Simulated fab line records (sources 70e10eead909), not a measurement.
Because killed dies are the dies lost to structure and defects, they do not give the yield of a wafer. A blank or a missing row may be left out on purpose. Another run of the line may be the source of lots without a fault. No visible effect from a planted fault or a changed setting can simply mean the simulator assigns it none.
Code-filled problem report in 8D (eight disciplines) form | flow nand_harc | the parts of the form that need people (team, actions taken, sign-off) are left out

## 1. PROBLEM STATEMENT
run_length_s at NHARC_A_WL_FILL_ETCHBACK_17 reads a mean of 49.59 s on 1 wafer of 1 lot; wafers without a fault read 47.87 s with a standard deviation of 0.29. That puts it +5.9 standard deviations away from the usual mean.
The step: etches the open film in Cl2/BCl3, target depth 4 nm, time 26.7 s.
First seen on wafer L243.2, day 27 20:41, on rie_metal-01. Wafers with a number at this step in the record: 34, from 12 lots. The rule behind "out" and "out of limits": a value lying over 4 standard deviations away from the usual mean. The rest of the wafers with a number are treated as sound.

## 2. WHAT IT IS AND WHAT IT IS NOT
question                    | is                     | is not
which readings at this step | run_length_s           | drypump_motor_current_A, oes_product_au
which lots                  | L243                   | L227, L230, L231, L232, L233, L234, L236, L237, L238, L240, L241
which wafers of those lots  | all that have a number | -
read on which tools         | rie_metal-01           | rie_metal-02, rie_metal-03
when                        | from day 27 20:41      | up to then (33 sound wafers)

## 3. WHAT RULES OUT EACH SUSPECT
Counting: a tool at a process step up to the reading stays a suspect if it ran every lot that is out and no sound lot after the first of them.
- rtp_anneal-01 at NHARC_A_WL_FILL_RTA_01 (time 5 s): kept. It ran the lot that is out, L243 (day 27 09:34), and no sound lot after that; its last sound lot up to then is L240 (day 26 04:54).
- rie_diel-08 at NHARC_A_WL_FILL_ETCHBACK_16 (etches the open film in C4F8/O2/Ar, target depth 120 nm, time 24 s): kept. It ran the lot that is out, L243 (day 27 20:41), and no sound lot after that; its last sound lot up to then is L241 (day 27 16:44). NHARC_A_WL_FILL_ETCHBACK_16 gives no start for some lots, so the hours and the order of its lots are those of NHARC_A_WL_FILL_ETCHBACK_17.
- rie_metal-01 at NHARC_A_WL_FILL_ETCHBACK_17 (etches the open film in Cl2/BCl3, target depth 4 nm, time 26.7 s): kept. It ran the lot that is out, L243 (day 27 20:41), and no sound lot after that; its last sound lot up to then is L240 (day 26 17:06). Out on those wafers are its own readings of run_length_s.
Still standing after the count: rtp_anneal-01 at NHARC_A_WL_FILL_RTA_01, rie_diel-08 at NHARC_A_WL_FILL_ETCHBACK_16, rie_metal-01 at NHARC_A_WL_FILL_ETCHBACK_17.

## 4. THE CAUSE (what the simulator had put in)
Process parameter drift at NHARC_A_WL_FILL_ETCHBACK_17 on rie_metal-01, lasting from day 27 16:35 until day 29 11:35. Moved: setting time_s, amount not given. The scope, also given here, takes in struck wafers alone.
After counting, 3 suspects remain, this tool included.

## 5. THE EFFECT CHAIN, in route order
Each row: a reading where the mean over the struck wafers with a number is more than 3 standard deviations away from the usual. Only readings whose record carries a usual standard deviation are examined. hours: median over the lots of the time between each lot's start at the first step of this table that gives one and its start at this step. sigmas: the change, counted in usual standard deviations.
hours | step                        | reading      | usual   | on struck wafers | change | sigmas
0     | NHARC_A_WL_FILL_ETCHBACK_17 | run_length_s | 47.87 s | 49.59            | +1.72  | +5.9
Its process steps:
- NHARC_A_WL_FILL_ETCHBACK_17: etches the open film in Cl2/BCl3, target depth 4 nm, time 26.7 s.

## 6. WHAT WOULD HAVE CAUGHT IT SOONER
In this record no reading fell out of limits until day 27 20:41, 4 hours after the fault had begun at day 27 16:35.
